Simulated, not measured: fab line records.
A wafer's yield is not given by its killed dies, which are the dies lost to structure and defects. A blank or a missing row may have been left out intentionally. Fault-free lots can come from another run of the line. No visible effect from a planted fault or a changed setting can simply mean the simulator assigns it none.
Which tool is to blame? :: flow n5Finfet :: Sampling: 11 lots, 33 wafers, 2 of 1938 route steps

## WHAT THE GAUGES READ, wafer by wafer
N5_BEOL_M13_CD_MEAS_10: the cd target is 190 nm. Usual: 190.0 nm for cdNm, sd 1.1.
lot: L758
measured: day 11 02:20
on: cdSem-03
cdNm (nm): 189.2 188.5 188.9
flag: 

lot: L759
measured: day 11 13:41
on: cdSem-03
cdNm (nm): 188.2 187.4 188.1
flag: 

lot: L763
measured: day 12 03:58
on: cdSem-01
cdNm (nm): 190.5 189.8 189.1
flag: 

lot: L764
measured: day 13 02:44
on: cdSem-02
cdNm (nm): 189.2 188.8 190.0
flag: 

lot: L769
measured: day 13 17:50
on: cdSem-02
cdNm (nm): 189.2 188.7 190.0
flag: 

lot: L770
measured: day 14 09:33
on: cdSem-02
cdNm (nm): 191.6 192.5 191.7
flag: 

lot: L771
measured: day 14 12:35
on: cdSem-02
cdNm (nm): 189.9 190.3 190.8
flag: 

lot: L772
measured: day 14 15:58
on: cdSem-01
cdNm (nm): 190.9 188.6 189.6
flag: 

lot: L773
measured: day 15 05:45
on: cdSem-01
cdNm (nm): 189.1 189.5 189.5
flag: 

lot: L778
measured: day 15 17:08
on: cdSem-02
cdNm (nm): 192.3 190.8 191.0
flag: 

lot: L779
measured: day 16 07:01
on: cdSem-03
cdNm (nm): 189.9 190.2 189.5
flag: 

## WHICH TOOL RAN EACH LOT (tool, then ch and the chambers of the sampled wafers, then the start)
lot: L758
N5_BEOL_M12_DEP_53: pecvd-03 ch 0,1, day 11 01:44

lot: L759
N5_BEOL_M12_DEP_53: pecvd-01 ch 0,1, day 11 13:07

lot: L763
N5_BEOL_M12_DEP_53: pecvd-03 ch 0,1,2, day 12 03:16

lot: L764
N5_BEOL_M12_DEP_53: pecvd-03 ch 1,2, day 13 02:09

lot: L769
N5_BEOL_M12_DEP_53: pecvd-03 ch 0,1,2, day 13 17:08

lot: L770
N5_BEOL_M12_DEP_53: pecvd-04 ch 0,1,2, day 14 08:50

lot: L771
N5_BEOL_M12_DEP_53: pecvd-01 ch 1,2, day 14 11:53

lot: L772
N5_BEOL_M12_DEP_53: pecvd-01 ch 0, day 14 15:14

lot: L773
N5_BEOL_M12_DEP_53: pecvd-03 ch 0,1,2, day 15 05:10

lot: L778
N5_BEOL_M12_DEP_53: pecvd-03 ch 0,2, day 15 16:34

lot: L779
N5_BEOL_M12_DEP_53: pecvd-04 ch 0,1,2, day 16 06:26
- N5_BEOL_M12_DEP_53: deposits SiCN from 3MS/NH3, target thk 30 nm, time 10.5 s.

## AS READ BY THE TOOLS THEMSELVES (means over the sampled wafers that have a number; for cases with no such wafer, the mark the record gives instead)
N5_BEOL_M12_DEP_53. Usual: showerheadPlenumPTorr 4.166 Torr, standard deviation 0.025; throttleValvePct 18.1 %, standard deviation 0.53.
lot: L758
tool: pecvd-03
showerheadPlenumPTorr (Torr): 4.196
throttleValvePct (%): 18.4
flag: 

lot: L759
tool: pecvd-01
showerheadPlenumPTorr (Torr): 4.159
throttleValvePct (%): 18.7
flag: 

lot: L763
tool: pecvd-03
showerheadPlenumPTorr (Torr): 4.163
throttleValvePct (%): 18.2
flag: 

lot: L764
tool: pecvd-03
showerheadPlenumPTorr (Torr): 4.143
throttleValvePct (%): 17.8
flag: 

lot: L769
tool: pecvd-03
showerheadPlenumPTorr (Torr): 4.166
throttleValvePct (%): 18.1
flag: 

lot: L770
tool: pecvd-04
showerheadPlenumPTorr (Torr): 4.164
throttleValvePct (%): 17.9
flag: 

lot: L771
tool: pecvd-01
showerheadPlenumPTorr (Torr): 4.145
throttleValvePct (%): 18.1
flag: 

lot: L772
tool: pecvd-01
showerheadPlenumPTorr (Torr): 4.181
throttleValvePct (%): 17.8
flag: 

lot: L773
tool: pecvd-03
showerheadPlenumPTorr (Torr): 4.163
throttleValvePct (%): 18.2
flag: 

lot: L778
tool: pecvd-03
showerheadPlenumPTorr (Torr): 4.151
throttleValvePct (%): 18.0
flag: 

lot: L779
tool: pecvd-04
showerheadPlenumPTorr (Torr): 4.164
throttleValvePct (%): 17.9
flag: 

## THE ANSWER, worked out from the rows above alone
Rule: take the mean of a lot's wafers that have a number; if it is more than 3 standard deviations from the usual mean, the lot is off. A lot without any number at a reading at which 4 lots or more have one is off too. The other lots that the step has rows for count as sound. Order of review: gauges by route order, followed by the tools' own readings, for which a lot's mean as printed above is used. At the first step where some lot is off, the reading lying furthest off is the one used; lots without a number count as furthest.
Across all readings shown, no lot is off: no conclusion can be drawn from this.

## WHAT WAS PUT IN BY THE SIMULATOR
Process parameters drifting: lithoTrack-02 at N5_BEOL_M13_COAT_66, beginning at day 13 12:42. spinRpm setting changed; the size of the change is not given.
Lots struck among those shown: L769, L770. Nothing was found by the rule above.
